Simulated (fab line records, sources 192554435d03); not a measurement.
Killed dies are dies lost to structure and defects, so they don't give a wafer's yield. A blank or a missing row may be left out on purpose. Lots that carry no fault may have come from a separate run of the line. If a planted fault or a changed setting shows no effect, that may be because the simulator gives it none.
Chamber matching -- flow n5-finfet -- N5_BEOL_M2_ILD_DEP_00 on pecvd-01 has 3 sister chambers
The step deposits SiOC from DEMS/O2, target thk 79 nm, time 15.3 s. 6 wafers are shown with their chamber, then 10 later ones without.

## EACH WAFER AND ITS CHAMBER
wafer,chamber,throttle-valve-pct (%),showerhead-plenum-p-Torr (Torr)
L078.4,0,11.8,5.664
L084.2,0,11.3,5.681
L091.3,2,12.1,5.727
L091.6,2,12.0,5.700
L092.3,1,13.7,5.684
L092.4,1,14.2,5.674

## WAFERS WHOSE CHAMBER IS MISSING
wafer,throttle-valve-pct (%),showerhead-plenum-p-Torr (Torr)
L092.6,11.6,5.666
L093.3,11.7,5.724
L093.4,12.0,5.709
L093.6,13.9,5.686
L096.1,11.8,5.682
L096.5,11.8,5.686
L096.6,14.0,5.676
L097.1,13.9,5.669
L097.2,11.7,5.682
L097.3,12.0,5.722

## WHICH CHAMBER EACH ONE RAN IN
wafer,from the rows above,in truth
L092.6,0,0
L093.3,2,2
L093.4,2,2
L093.6,1,1
L096.1,can't be placed: 0 or 2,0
L096.5,can't be placed: 0 or 2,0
L096.6,1,1
L097.1,1,1
L097.2,can't be placed: 0 or 2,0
L097.3,2,2
7 of 10 placed correctly. Can't be placed from these rows: 3 (the true chamber is among the candidates in 3). Placed wrongly: 0.
How it was worked out, from the rows above alone: a wafer's distance from a chamber is the root of the sum, over the readings, of the square of ((its reading less the chamber's mean) divided by the reading's scatter). If the next closest chamber is less than 2 further off than the closest, the wafer can't be placed; otherwise it belongs to the closest. The mean given for a chamber averages the wafers shown for that chamber. How the scatter is found: for the shown wafers, subtract from each reading the mean of its chamber, square and add these, divide the total by (wafers less chambers), then take the root.
